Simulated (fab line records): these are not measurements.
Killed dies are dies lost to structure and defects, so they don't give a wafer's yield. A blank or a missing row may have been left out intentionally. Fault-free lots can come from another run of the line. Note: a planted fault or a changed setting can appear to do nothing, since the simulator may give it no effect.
A lot that was struck, set against a sound lot || flow n5Finfet || 15 steps out of a route of 1938
Sound: the wafers L881.2, L881.3, L881.4. The struck wafers were L893.2, L893.4, L893.5. At the end, the cause is stated.
Order at every step that has rows: each side's tool, ch and its chambers, its first start. Under that, the readings that differ: sound wafers || struck wafers || difference of the means || sigmas: that difference in standard deviations of wafers without a fault.
alike: readings with means less than 2 such deviations apart, plus words and numbers identical on both sides. not compared: withheld readings, readings lacking a value on some wafer, bounds such as >300 that could conceal the same value, and numbers that have no deviation in the record and whose values overlap.
The two part at a step that has a row with sigmas, a row that says differs or no value, or rows on one side only. Non-overlapping numbers with no deviation appear without sigmas and do not part them. A reading missing from all wafers of one side parts the sides only when that side holds two or more wafers.

first, 4 steps without rows for these wafers: N5_MOL_CONTACT_COAG_SOFTBAKE_35 (time 60 s); N5_MOL_CONTACT_COAG_EXPOSE_37 (exposes mask VD, defocus 0 nm); N5_MOL_CONTACT_COAG_PEB_38 (peb time 60 s); N5_MOL_CONTACT_COAG_DEVELOP_39 (develop time 30 s).
N5_MOL_CONTACT_COAG_CD_MEAS_40: target cd 25.1 nm.
  sound on cdSem-02 ch 0, day 5 23:10; struck on cdSem-03 ch 0, day 9 01:04
  alike: cdNm
N5_MOL_CONTACT_COAG_OVL_MEAS_41:
  sound on overlay-01 ch 0, day 5 23:12; struck on overlay-02 ch 0, day 9 01:06
  alike: VD_OVL
N5_MOL_CONTACT_COAG_INSPECT_42: inspects for defects (brightfield).
  struck on defectInspect-01, day 9 01:09; sound on defectInspect-01, day 5 23:15
  alike: rawDefectCount
N5_MOL_CONTACT_COAG_DESCUM_45: chemistry O2, time 7 s.
  sound on rieDiel-01 ch 0,2,3, day 5 23:17; struck on rieDiel-04 ch 0,2,3, day 9 01:23
  alike: drypumpMotorCurrentA, oesProductAu, rfVppV, showerheadPlenumPTorr, tempC, throttleValvePct
  not compared: rfHoursCounterH
N5_MOL_CONTACT_COAG_ETCH_65: etches underlayer in N2/H2, target depth 13 nm, time 10.4 s.
  sound on rieDiel-01 ch 0,2,3, day 5 23:19; struck on rieDiel-04 ch 0,2,3, day 9 01:25
  alike: drypumpMotorCurrentA, etchRfOnTimeS, oesProductAu, rfFwdPowerW, rfVppV, showerheadPlenumPTorr, throttleValvePct
  not compared: rfHoursCounterH
N5_MOL_CONTACT_COAG_ETCH_66: etches SiARC in CF4, target depth 13 nm, time 21.7 s.
  sound on rieDiel-01 ch 0,2,3, day 5 23:20; struck on rieDiel-04 ch 0,2,3, day 9 01:26
{"reading": "etchRfOnTimeS (s)", "sound": "21.88 22.17 21.94", "struck": "21.20 21.45 21.16", "difference": -0.73, "sigmas": -3}
  alike: drypumpMotorCurrentA, oesProductAu, rfFwdPowerW, rfVppV, showerheadPlenumPTorr, throttleValvePct
  not compared: rfHoursCounterH
N5_MOL_CONTACT_COAG_ALD_133: deposits SiO2, target thk 5 nm, pulse time 1 s, co reactant pulse time 1 s.
  sound on aldSin-02 ch 0,1,3, day 5 23:53; struck on aldSin-03 ch 0,2, day 9 01:34
  alike: heaterPowerW, precursorPulseHeightRel, susceptorTempC
N5_MOL_CONTACT_COAG_ETCHBACK_134: etches SiO2 in CHF3, target depth 10 nm, time 6.7 s.
  sound on rieDiel-06 ch 1,3, day 6 00:04; struck on rieDiel-06 ch 0,1,2, day 9 01:45
  alike: drypumpMotorCurrentA, oesProductAu, rfVppV, showerheadPlenumPTorr, throttleValvePct
  not compared: rfHoursCounterH
N5_MOL_CONTACT_COAG_ETCH_67: etches SOC in N2/H2, target depth 60 nm, overetch 21 nm, time 101.2 s.
  sound on rieDiel-06 ch 1,3, day 6 00:07; struck on rieDiel-06 ch 0,1,2, day 9 01:47
{"reading": "rfFwdPowerW (W)", "sound": "835 842 841", "struck": "1037 1034 1035", "difference": "+196", "sigmas": "+61"}
{"reading": "rfVppV (V)", "sound": "525.2 523.1 523.1", "struck": "486.1 492.1 488.1", "difference": -35.0, "sigmas": -16}
{"reading": "model.SiARC_of_MOL_CONTACT_COAG_COAT_63.thkNm (nm)", "sound": "6 5.8 5.8", "struck": "5.4 5.4 5.6", "difference": -0.4, "sigmas": ""}
  alike: drypumpMotorCurrentA, oesProductAu, showerheadPlenumPTorr, tempC, throttleValvePct
  not compared: rfHoursCounterH
then, 1 step without rows for these wafers: N5_MOL_CONTACT_COAG_STRIP_68 (strips in N2/H2).
-- record jumps: 2 days separate the struck wafers' starts on either side; left off in module MOL_CONTACT_COAG, taken up again in module BEOL_M4, whose first shown step is the route's number 1111 --
N5_BEOL_M4_RC_MEAS_101:
  sound on prober-01 ch 0, day 8 18:37; struck on prober-02 ch 0, day 11 13:17
{"reading": "VT_N (mV)", "sound": "252.9 252.0 252.0", "struck": "246.4 247.8 247.7", "difference": -5.0, "sigmas": -2}
  alike: DIBL_N, DIBL_P, IOFF_N, IOFF_P, ION_N, ION_P, SS_N, SS_P, VT_P

WHERE THEY PART
Last at N5_BEOL_M4_RC_MEAS_101 as far as this record goes, first at N5_MOL_CONTACT_COAG_ETCH_66.

WHY: what the simulator had put in
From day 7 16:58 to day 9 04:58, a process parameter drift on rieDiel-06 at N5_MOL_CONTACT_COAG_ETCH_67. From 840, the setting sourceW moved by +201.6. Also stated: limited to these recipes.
